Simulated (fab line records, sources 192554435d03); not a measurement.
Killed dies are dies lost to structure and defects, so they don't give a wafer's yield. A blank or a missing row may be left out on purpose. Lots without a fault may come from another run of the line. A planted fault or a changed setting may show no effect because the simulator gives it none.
fab line records | flow n5_finfet
record lots=24 wafers=72 last_day=18
route steps=1938 shown BEOL_M8@1394 BEOL_M9@1415
lots that met no fault: from a run of the same line without faults
start_h: hours from the record's first day to the start of the lot's first wafer shown | wait_h: hours since the lot's step before | " the same as in the row above | L1.1+2: a row that stands for several wafers | - no value, or no start given | * or withheld: withheld | < > ~ a bound
route shown NAME@n: a module of which the file shows steps, and the number in the route of the first | usual: mean/standard deviation of fault-free wafers | same: alike in all rows | chamber/n: place in a boat | sites: the reading at each site | _std_site: their standard deviation | _edge_site: outer sites' mean less inner sites' | radius_mm: how far each site lies from the wafer's centre | mask NAME#n: copy n | behind: the tool/chamber that last shaped the wafer | hold: why the lot was held/for how many hours/how that ended | device: the transistor (n, p or np) that didn't switch | end of line: the same wafers' tests at the end of the route | a step without rows: its recipe alone | killed: dies lost to structure and defects at the first sort, not the wafer's yield | map: a wafer's dies, x killed, . not, _ none there
set.NAME: the setting as run; set.NAME@STEP: as run at that earlier step | model.NAME: the simulator's own value behind a step, which no gauge read
steps of the route over a sample of lots; a table a step, a row a wafer
services: from which hour (start_h, from the record's first day; less than 0 if before it) a tool's chamber was out of use, for how many hours, and why
## steps
# step N5_BEOL_M8_ANNEAL_51
# recipe temp_c=225 time_s=90 ambient=N2
# usual anneal_temp_c=225.02/0.18 wafer_temp_C_max=226.22/0.27
# columns lot.wafer tool chamber start_h wait_h anneal_temp_c wafer_temp_C_max
L076.2 rtp_anneal-02 0 211.84 0.1 225.03 226.03
L076.3 " 0 " " 225.29 226.36
L076.4 " 0 " " 225.22 225.96
L074.4 rtp_anneal-01 0 215.03 0.5 224.95 226.41
L074.5 " 0 " " 225.00 226.06
L074.6 " 0 " " 224.85 226.16
L075.3 rtp_anneal-01 0 215.25 0.6 225.17 226.03
L075.4 " 0 " " 224.83 226.59
L075.5 " 0 " " 225.12 226.41
L077.3 rtp_anneal-02 0 226.58 0.3 225.10 225.83
L077.4 " 0 " " 224.94 225.62
L077.5 " 0 " " 224.96 226.18
L078.1 rtp_anneal-01 0 230.65 0.1 224.62 226.76
L078.2 " 0 " " 225.16 225.86
L078.4 " 0 " " 224.61 226.20
L080.1 rtp_anneal-02 0 237.66 0.4 225.27 226.42
L080.2 " 0 " " 225.42 226.08
L080.5 " 0 " " 225.14 226.15
L079.1 rtp_anneal-02 0 238.29 0.1 225.24 225.97
L079.3 " 0 " " 225.22 225.77
L079.4 " 0 " " 225.02 226.26
L081.2 rtp_anneal-02 0 245.94 0.1 225.02 226.21
L081.3 " 0 " " 225.08 226.27
L081.6 " 0 " " 225.05 226.37
L084.3 rtp_anneal-01 0 260.36 0.1 224.71 226.40
L084.4 " 0 " " 224.91 226.42
L084.6 " 0 " " 225.01 225.93
L082.1 rtp_anneal-01 0 263.34 0.2 225.09 226.12
L082.4 " 0 " " 225.18 227.34
L082.5 " 0 " " 225.11 226.10
L083.3 rtp_anneal-01 0 263.88 0.7 224.82 226.15
L083.5 " 0 " " 225.04 226.78
L083.6 " 0 " " 224.83 226.15
L085.1 rtp_anneal-01 0 272.45 3.7 224.85 226.03
L085.3 " 0 " " 224.70 226.11
L085.5 " 0 " " 225.17 226.19
L086.1 rtp_anneal-01 0 290.09 1.1 224.98 225.77
L086.2 " 0 " " 225.08 225.83
L086.6 " 0 " " 225.31 226.13
L087.1 rtp_anneal-01 0 300.26 1.0 225.02 225.92
L087.5 " 0 " " 225.00 226.31
L087.6 " 0 " " 225.13 226.01
L089.3 rtp_anneal-02 0 321.50 0.3 225.04 226.01
L089.5 " 0 " " 225.01 226.70
L089.6 " 0 " " 224.86 226.61
L088.1 rtp_anneal-02 0 322.22 0.7 225.06 225.90
L088.2 " 0 " " 225.09 226.30
L088.5 " 0 " " 225.21 226.68
L093.1 rtp_anneal-02 0 331.16 0.2 225.02 226.52
L093.2 " 0 " " 224.77 226.22
L093.6 " 0 " " 224.87 226.11
L090.1 rtp_anneal-01 0 331.25 0.3 225.33 226.53
L090.4 " 0 " " 225.24 226.79
L090.5 " 0 " " 225.30 226.48
L091.2 rtp_anneal-02 0 331.48 0.4 225.26 226.43
L091.3 " 0 " " 225.13 225.91
L091.5 " 0 " " 225.07 226.29
L092.1 rtp_anneal-02 0 332.14 0.3 224.94 225.94
L092.4 " 0 " " 225.01 226.48
L092.6 " 0 " " 225.17 225.77
L094.3 rtp_anneal-02 0 341.81 0.1 224.90 226.40
L094.4 " 0 " " 224.83 226.11
L094.6 " 0 " " 225.05 226.20
L095.1 rtp_anneal-02 0 342.35 0.1 224.63 226.71
L095.5 " 0 " " 225.02 226.51
L095.6 " 0 " " 224.88 226.26
L097.3 rtp_anneal-02 0 354.29 0.3 225.11 225.87
L097.4 " 0 " " 225.11 226.32
L097.6 " 0 " " 224.93 226.11
L096.1 rtp_anneal-02 0 358.68 0.1 224.82 226.03
L096.2 " 0 " " 225.00 226.15
L096.4 " 0 " " 225.02 225.79
# step N5_BEOL_M8_THK_MEAS_53
# recipe thk_meas_gauge=xrf reads=Cu_of_BEOL_M8_ECD_50
# usual M8_THK=78.4/2.4
# columns lot.wafer tool chamber start_h wait_h M8_THK[nm]
L076.2 film_metro-01 - 212.39 - 77.0
L076.3 " - " " 79.1
L076.4 " - " " 75.7
L074.4 film_metro-02 - 215.49 - 76.7
L074.5 " - " " 79.6
L074.6 " - " " 80.3
L075.3 film_metro-01 - 215.86 - 80.1
L075.4 " - " " 77.7
L075.5 " - " " 75.8
L077.3 film_metro-01 - 227.08 - 78.6
L077.4 " - " " 79.8
L077.5 " - " " 78.9
L078.1 film_metro-01 - 231.25 - 75.5
L078.2 " - " " 82.3
L078.4 " - " " 77.2
L080.1 film_metro-02 - 238.27 - 80.6
L080.2 " - " " 84.7
L080.5 " - " " 81.6
L079.1 film_metro-02 - 238.88 - 79.0
L079.3 " - " " 78.2
L079.4 " - " " 79.5
L081.2 film_metro-02 - 246.49 - 77.8
L081.3 " - " " 76.9
L081.6 " - " " 81.2
L084.3 film_metro-02 - 260.86 - 78.6
L084.4 " - " " 80.2
L084.6 " - " " 76.9
L082.1 film_metro-02 - 263.93 - 80.0
L082.4 " - " " 80.7
L082.5 " - " " 78.7
L083.3 film_metro-02 - 264.39 - 80.8
L083.5 " - " " 82.3
L083.6 " - " " 80.8
L085.1 film_metro-02 - 273.09 - 76.9
L085.3 " - " " 77.2
L085.5 " - " " 73.5
L086.1 film_metro-01 - 290.68 - 77.0
L086.2 " - " " 78.6
L086.6 " - " " 75.3
L087.1 film_metro-01 - 300.85 - 79.4
L087.5 " - " " 78.3
L087.6 " - " " 80.5
L089.3 film_metro-02 - 322.00 - 80.4
L089.5 " - " " 83.8
L089.6 " - " " 75.2
L088.1 film_metro-01 - 322.82 - 77.8
L088.2 " - " " 75.8
L088.5 " - " " 81.3
L093.1 film_metro-01 - 331.76 - 75.2
L093.2 " - " " 77.6
L093.6 " - " " 76.3
L090.1 film_metro-02 - 331.88 - 76.1
L090.4 " - " " 81.1
L090.5 " - " " 79.8
L091.2 film_metro-01 - 332.03 - 74.2
L091.3 " - " " 77.2
L091.5 " - " " 77.5
L092.1 film_metro-01 - 332.73 - 77.6
L092.4 " - " " 79.1
L092.6 " - " " 78.2
L094.3 film_metro-01 - 342.32 - 80.1
L094.4 " - " " 79.5
L094.6 " - " " 78.9
L095.1 film_metro-01 - 342.94 - 75.0
L095.5 " - " " 77.2
L095.6 " - " " 79.4
L097.3 film_metro-02 - 354.80 - 73.3
L097.4 " - " " 75.5
L097.6 " - " " 79.3
L096.1 film_metro-01 - 359.28 - 75.1
L096.2 " - " " 81.5
L096.4 " - " " 77.7
# step N5_BEOL_M9_OVL_MEAS_12
# recipe points_per_wafer=44
# usual M9_OVL=-0.1/0.69
# columns lot.wafer tool chamber start_h wait_h M9_OVL[nm]
L076.2 overlay-01 0 214.07 0.0 -0.3
L076.3 " 0 " " -0.5
L076.4 " 0 " " -0.6
L074.4 overlay-02 0 218.13 0.0 -1.2
L074.5 " 0 " " 0.0
L074.6 " 0 " " -0.7
L075.3 overlay-01 0 218.21 0.0 1.1
L075.4 " 0 " " 0.8
L075.5 " 0 " " 0.6
L077.3 overlay-02 0 228.70 0.0 -1.5
L077.4 " 0 " " -1.7
L077.5 " 0 " " -1.7
L078.1 overlay-02 0 234.31 0.0 1.0
L078.2 " 0 " " -0.4
L078.4 " 0 " " 0.7
L080.1 overlay-02 0 240.75 0.0 -0.6
L080.2 " 0 " " 0.1
L080.5 " 0 " " -0.2
L079.1 overlay-02 0 240.84 0.0 0.9
L079.3 " 0 " " 0.0
L079.4 " 0 " " 0.7
L081.2 overlay-01 0 247.91 0.0 -0.3
L081.3 " 0 " " -0.1
L081.6 " 0 " " -1.6
L084.3 overlay-02 0 264.21 0.0 0.0
L084.4 " 0 " " -0.7
L084.6 " 0 " " -0.9
L082.1 overlay-01 0 265.34 0.0 -0.1
L082.4 " 0 " " 1.1
L082.5 " 0 " " -0.4
L083.3 overlay-01 0 265.76 0.0 -0.3
L083.5 " 0 " " 0.2
L083.6 " 0 " " -1.0
L085.1 overlay-01 0 276.01 0.0 -0.3
L085.3 " 0 " " -0.9
L085.5 " 0 " " -0.8
L086.1 overlay-01 0 293.51 0.0 1.2
L086.2 " 0 " " 0.5
L086.6 " 0 " " 0.0
L087.1 overlay-01 0 304.12 0.0 0.6
L087.5 " 0 " " -0.4
L087.6 " 0 " " 0.0
L089.3 overlay-01 0 325.72 0.0 -0.3
L089.5 " 0 " " 0.3
L089.6 " 0 " " 0.0
L088.1 overlay-02 0 325.97 0.0 -0.3
L088.2 " 0 " " 0.6
L088.5 " 0 " " 0.0
L093.1 overlay-01 0 336.86 0.0 0.2
L093.2 " 0 " " 0.4
L093.6 " 0 " " 0.3
L090.1 overlay-01 0 337.04 0.0 -1.1
L090.4 " 0 " " -0.8
L090.5 " 0 " " -1.2
L091.2 overlay-01 0 337.21 0.0 -0.1
L091.3 " 0 " " -0.5
L091.5 " 0 " " -0.8
L092.1 overlay-01 0 337.37 0.0 -0.5
L092.4 " 0 " " -1.0
L092.6 " 0 " " -0.9
L094.3 overlay-01 0 344.89 0.0 -0.5
L094.4 " 0 " " 1.2
L094.6 " 0 " " -0.2
L095.1 overlay-01 0 345.28 0.0 -0.1
L095.5 " 0 " " -0.1
L095.6 " 0 " " -0.2
L097.3 overlay-01 0 357.74 0.0 0.2
L097.4 " 0 " " 0.4
L097.6 " 0 " " -0.2
L096.1 overlay-01 0 362.96 0.0 -0.5
L096.2 " 0 " " 0.2
L096.4 " 0 " " -0.2
# step N5_BEOL_M9_CD_MEAS_28
# recipe target_cd_nm=70 landing_energy_ev=500 detector=se_inlens polarity=opening
# usual cd_nm=70.0/0.32
# columns lot.wafer tool chamber start_h wait_h cd_nm
L076.2 cd_sem-03 0 216.43 - 70.1
L076.3 " 0 " " 70.5
L076.4 " 0 " " 69.9
L074.4 cd_sem-03 0 219.17 - 70.3
L074.5 " 0 " " 70.1
L074.6 " 0 " " 69.7
L075.3 cd_sem-03 0 220.35 - 70.0
L075.4 " 0 " " 69.9
L075.5 " 0 " " 69.7
L077.3 cd_sem-02 0 230.15 - 70.1
L077.4 " 0 " " 70.1
L077.5 " 0 " " 70.1
L078.1 cd_sem-01 0 237.58 - 70.7
L078.2 " 0 " " 70.3
L078.4 " 0 " " 70.6
L080.1 cd_sem-02 0 243.12 - 70.1
L080.2 " 0 " " 70.3
L080.5 " 0 " " 70.5
L079.1 cd_sem-02 0 243.28 - 69.7
L079.3 " 0 " " 69.4
L079.4 " 0 " " 70.1
L081.2 cd_sem-01 0 250.30 - 69.9
L081.3 " 0 " " 69.9
L081.6 " 0 " " 69.6
L084.3 cd_sem-01 0 266.49 - 70.0
L084.4 " 0 " " 69.9
L084.6 " 0 " " 69.4
L082.1 cd_sem-02 0 266.66 - 69.7
L082.4 " 0 " " 69.9
L082.5 " 0 " " 69.6
L083.3 cd_sem-03 0 266.70 - 70.1
L083.5 " 0 " " 70.5
L083.6 " 0 " " 70.5
L085.1 cd_sem-02 0 277.83 - 70.4
L085.3 " 0 " " 70.0
L085.5 " 0 " " 70.3
L086.1 cd_sem-01 0 297.13 - 70.1
L086.2 " 0 " " 70.1
L086.6 " 0 " " 70.3
L087.1 cd_sem-02 0 305.82 - 70.9
L087.5 " 0 " " 69.9
L087.6 " 0 " " 70.4
L089.3 cd_sem-02 0 327.16 - 70.4
L089.5 " 0 " " 70.5
L089.6 " 0 " " 70.0
L088.1 cd_sem-02 0 327.20 - 70.2
L088.2 " 0 " " 70.4
L088.5 " 0 " " 70.1
L093.1 cd_sem-03 0 337.67 - 69.5
L093.2 " 0 " " 69.4
L093.6 " 0 " " 69.9
L090.1 cd_sem-03 0 338.14 - 70.3
L090.4 " 0 " " 69.8
L090.5 " 0 " " 70.5
L091.2 cd_sem-01 0 338.18 - 70.4
L091.3 " 0 " " 70.0
L091.5 " 0 " " 70.3
L092.1 cd_sem-02 0 338.38 - 70.1
L092.4 " 0 " " 70.2
L092.6 " 0 " " 70.0
L094.3 cd_sem-02 0 347.77 - 70.5
L094.4 " 0 " " 70.4
L094.6 " 0 " " 69.8
L095.1 cd_sem-02 0 347.94 - 69.4
L095.5 " 0 " " 69.7
L095.6 " 0 " " 70.1
L097.3 cd_sem-02 0 358.56 - 69.3
L097.4 " 0 " " 69.8
L097.6 " 0 " " 69.4
L096.1 cd_sem-03 0 365.62 - 69.5
L096.2 " 0 " " 69.8
L096.4 " 0 " " 69.5
# step N5_BEOL_M9_DESCUM_33
# recipe chemistry=O2 time_s=7 source_power_w=50 bias_power_w=20 pressure_mtorr=20 rf_frequency_hz=2.712e+07 temp_c=40 resist=CAR-EUV o2_flow_sccm=225
# usual drypump_motor_current_A=5.7/0.54 oes_product_au=0.75/0.081 rf_vpp_V=243.4/1.4 showerhead_plenum_p_Torr=2.10/0.073 throttle_valve_pct=20.31/0.29
# columns lot.wafer tool chamber start_h wait_h drypump_motor_current_A oes_product_au rf_hours_counter_h rf_vpp_V showerhead_plenum_p_Torr throttle_valve_pct
L076.2 rie_diel-04 0 216.55 0.0 5.3 0.74 163 245.1 2.16 20.36
L076.3 " 1 " " 6.3 0.71 208 244.6 2.14 19.98
L076.4 " 3 " " 5.9 0.68 244 241.2 1.98 20.46
L074.4 rie_diel-04 0 219.29 0.0 5.3 0.75 163 243.9 2.16 20.31
L074.5 " 2 " " 4.8 0.72 - 244.3 2.17 20.42
L074.6 " 3 " " 5.9 0.68 - 241.8 1.98 20.47
L075.3 rie_diel-04 3 220.47 0.0 5.9 0.68 245 241.2 1.98 20.46
L075.4 " 1 " " 6.2 0.71 209 243.9 2.14 19.98
L075.5 " 1 " " 6.2 0.71 - 242.7 2.14 19.98
L077.3 rie_diel-04 0 230.45 0.2 5.3 0.73 167 243.2 2.16 20.34
L077.4 " 1 " " 6.2 0.70 214 246.1 2.14 19.98
L077.5 " 1 " " 6.2 0.69 - 244.5 2.14 20.00
L078.1 rie_diel-06 2 237.73 0.1 6.2 0.85 47 243.8 2.02 20.32
L078.2 " 3 " " 5.2 0.70 186 241.4 2.01 20.54
L078.4 " 0 " " 5.9 0.71 213 243.5 2.18 20.82
L080.1 rie_diel-02 0 243.24 0.0 6.4 0.92 27 243.6 2.15 20.12
L080.2 " 2 " " 6.3 0.73 203 241.2 2.02 20.65
L080.5 " 1 " " 5.1 0.68 - 243.3 2.14 20.20
L079.1 rie_diel-04 2 243.41 0.0 4.9 0.70 219 245.1 2.16 20.44
L079.3 " 1 " " 6.2 0.69 218 242.0 2.14 19.99
L079.4 " 1 " " 6.2 0.70 - 245.0 2.14 19.99
L081.2 rie_diel-02 0 250.81 0.4 6.4 0.92 29 242.4 2.15 20.12
L081.3 " 1 " " 5.1 0.68 246 243.3 2.14 20.22
L081.6 " 2 " " 6.3 0.73 - 242.1 2.02 20.68
L084.3 rie_diel-04 1 266.61 0.0 6.3 0.69 226 243.6 2.14 20.00
L084.4 " 2 " " 4.9 0.69 228 245.2 2.16 20.44
L084.6 " 0 " " 5.3 0.72 - 245.0 2.15 20.38
L082.1 rie_diel-06 3 266.86 0.1 5.2 0.70 194 242.6 2.00 20.56
L082.4 " 0 " " 5.9 0.71 221 244.0 2.18 20.83
L082.5 " 2 " " 6.2 0.85 - 242.2 2.01 20.33
L083.3 rie_diel-06 0 267.32 0.5 5.9 0.71 221 243.6 2.18 20.83
L083.5 " 0 " " 5.9 0.70 - 245.3 2.18 20.83
L083.6 " 1 " " 5.4 0.81 - 242.6 2.10 19.87
L085.1 rie_diel-04 2 277.96 0.0 4.9 0.70 231 244.6 2.16 20.46
L085.3 " 3 " " 5.9 0.99 4 245.0 2.24 20.07
L085.5 " 1 " " 6.3 0.69 - 245.4 2.14 20.01
L086.1 rie_diel-02 3 297.25 0.0 6.4 0.68 225 242.3 2.03 20.19
L086.2 " 0 " " 6.4 0.89 43 244.2 2.15 20.13
L086.6 " 3 " " 6.4 0.68 - 242.7 2.03 20.22
L087.1 rie_diel-06 1 305.94 0.0 5.4 0.80 95 243.9 2.09 19.89
L087.5 " 2 " " 6.2 0.83 - 242.3 2.01 20.36
L087.6 " 1 " " 5.4 0.79 - 243.3 2.09 19.86
L089.3 rie_diel-06 2 327.28 0.0 6.2 0.83 71 240.4 2.01 20.35
L089.5 " 2 " " 6.2 0.83 - 242.0 2.01 20.36
L089.6 " 3 " " 5.2 0.69 - 241.0 2.00 20.58
L088.1 rie_diel-04 1 327.33 0.0 6.3 0.68 243 243.9 2.13 20.03
L088.2 " 0 " " 5.3 0.71 198 244.2 2.14 20.38
L088.5 " 2 " " 4.9 0.68 - 242.6 2.15 20.50
L093.1 rie_diel-06 3 337.88 0.1 5.2 0.68 210 239.7 2.00 20.57
L093.2 " 0 " " 5.9 0.70 239 243.5 2.17 20.86
L093.6 " 0 " " 5.9 0.70 - 244.0 2.17 20.85
L090.1 rie_diel-04 2 338.27 0.0 4.9 0.68 247 245.3 2.15 20.47
L090.4 " 3 " " 5.9 0.94 20 245.0 2.23 20.11
L090.5 " 1 " " 6.3 0.67 - 245.4 2.13 20.03
L091.2 rie_diel-02 3 338.31 0.0 6.5 0.68 237 244.9 2.02 20.24
L091.3 " 0 " " 6.4 0.88 56 243.6 2.14 20.17
L091.5 " 3 " " 6.5 0.68 - 242.3 2.02 20.22
L092.1 rie_diel-06 1 338.55 0.1 5.4 0.78 104 244.4 2.09 19.87
L092.4 " 3 " " 5.2 0.69 211 242.6 2.00 20.57
L092.6 " 3 " " 5.2 0.69 - 241.3 2.00 20.57
L094.3 rie_diel-04 3 348.19 0.3 5.9 0.91 24 245.4 2.23 20.10
L094.4 " 1 " " 6.3 0.67 249 243.8 2.13 20.04
L094.6 " 0 " " 5.3 0.71 - 243.0 2.14 20.40
L095.1 rie_diel-06 1 348.25 0.2 5.4 0.79 107 243.1 2.09 19.89
L095.5 " 2 " " 6.2 0.82 - 243.0 2.01 20.38
L095.6 " 1 " " 5.4 0.79 - 244.2 2.09 19.90
L097.3 rie_diel-02 3 358.81 0.2 6.4 0.67 243 243.0 2.02 20.22
L097.4 " 1 " " 5.1 0.90 21 244.7 2.13 19.72
L097.6 " 3 " " 6.4 0.67 - 241.8 2.02 20.24
L096.1 rie_diel-02 1 366.02 0.3 5.1 0.91 24 243.3 2.13 19.72
L096.2 " 2 " " 6.3 0.69 242 240.4 2.01 20.73
L096.4 " 3 " " 6.4 0.67 247 243.4 2.02 20.26
# step N5_BEOL_M9_OCD_MEAS_38
# usual trench_depth_nm=149/4.2
# columns lot.wafer tool chamber start_h wait_h trench_depth_nm
L076.2 ocd-01 - 217.01 - 145
L076.3 " - " " 147
L076.4 " - " " 141
L074.4 ocd-02 - 219.75 - 144
L074.5 " - " " 147
L074.6 " - " " 140
L075.3 ocd-01 - 220.93 - 143
L075.4 " - " " 147
L075.5 " - " " 148
L077.3 ocd-02 - 230.91 - 147
L077.4 " - " " 147
L077.5 " - " " 147
L078.1 ocd-02 - 238.19 - 154
L078.2 " - " " 151
L078.4 " - " " 153
L080.1 ocd-02 - 243.70 - 157
L080.2 " - " " 154
L080.5 " - " " 152
L079.1 ocd-01 - 243.86 - 149
L079.3 " - " " 147
L079.4 " - " " 147
L081.2 ocd-02 - 251.27 - 157
L081.3 " - " " 152
L081.6 " - " " 156
L084.3 ocd-01 - 267.07 - 145
L084.4 " - " " 147
L084.6 " - " " 145
L082.1 ocd-02 - 267.31 - 150
L082.4 " - " " 148
L082.5 " - " " 153
L083.3 ocd-02 - 267.78 - 147
L083.5 " - " " 147
L083.6 " - " " 149
L085.1 ocd-02 - 278.41 - 148
L085.3 " - " " 151
L085.5 " - " " 146
L086.1 ocd-01 - 297.71 - 142
L086.2 " - " " 156
L086.6 " - " " 141
L087.1 ocd-02 - 306.40 - 152
L087.5 " - " " 153
L087.6 " - " " 151
L089.3 ocd-02 - 327.74 - 153
L089.5 " - " " 153
L089.6 " - " " 150
L088.1 ocd-01 - 327.79 - 145
L088.2 " - " " 146
L088.5 " - " " 146
L093.1 ocd-01 - 338.33 - 152
L093.2 " - " " 151
L093.6 " - " " 151
L090.1 ocd-02 - 338.72 - 147
L090.4 " - " " 153
L090.5 " - " " 145
L091.2 ocd-01 - 338.76 - 142
L091.3 " - " " 155
L091.5 " - " " 142
L092.1 ocd-02 - 339.00 - 153
L092.4 " - " " 151
L092.6 " - " " 151
L094.3 ocd-02 - 348.65 - 152
L094.4 " - " " 146
L094.6 " - " " 144
L095.1 ocd-01 - 348.70 - 153
L095.5 " - " " 153
L095.6 " - " " 153
L097.3 ocd-02 - 359.27 - 142
L097.4 " - " " 155
L097.6 " - " " 142
L096.1 ocd-02 - 366.47 - 158
L096.2 " - " " 151
L096.4 " - " " 141
## services
# columns tool chamber start_h hours kind
rie_diel-02 1 222.31 5.3 repair
rie_diel-04 3 237.79 - clean
rie_diel-04 3 237.79 - consumable_replace:focus_ring
rie_diel-04 3 237.79 - consumable_replace:showerhead
rie_diel-04 3 237.79 23.2 scheduled_down
rie_diel-04 3 237.79 23.2 vent_cycle
rtp_anneal-02 - 260.06 51.6 pm
rie_diel-02 1 267.30 - clean
rie_diel-02 1 267.30 - consumable_replace:esc
rie_diel-02 1 267.30 - consumable_replace:focus_ring
rie_diel-02 1 267.30 22.7 scheduled_down
rie_diel-02 1 267.30 22.7 vent_cycle
rie_diel-04 2 349.02 - clean
rie_diel-04 2 349.02 - consumable_replace:esc
rie_diel-04 2 349.02 - consumable_replace:focus_ring
rie_diel-04 2 349.02 25.6 scheduled_down
rie_diel-04 2 349.02 25.6 vent_cycle
## key
fault none
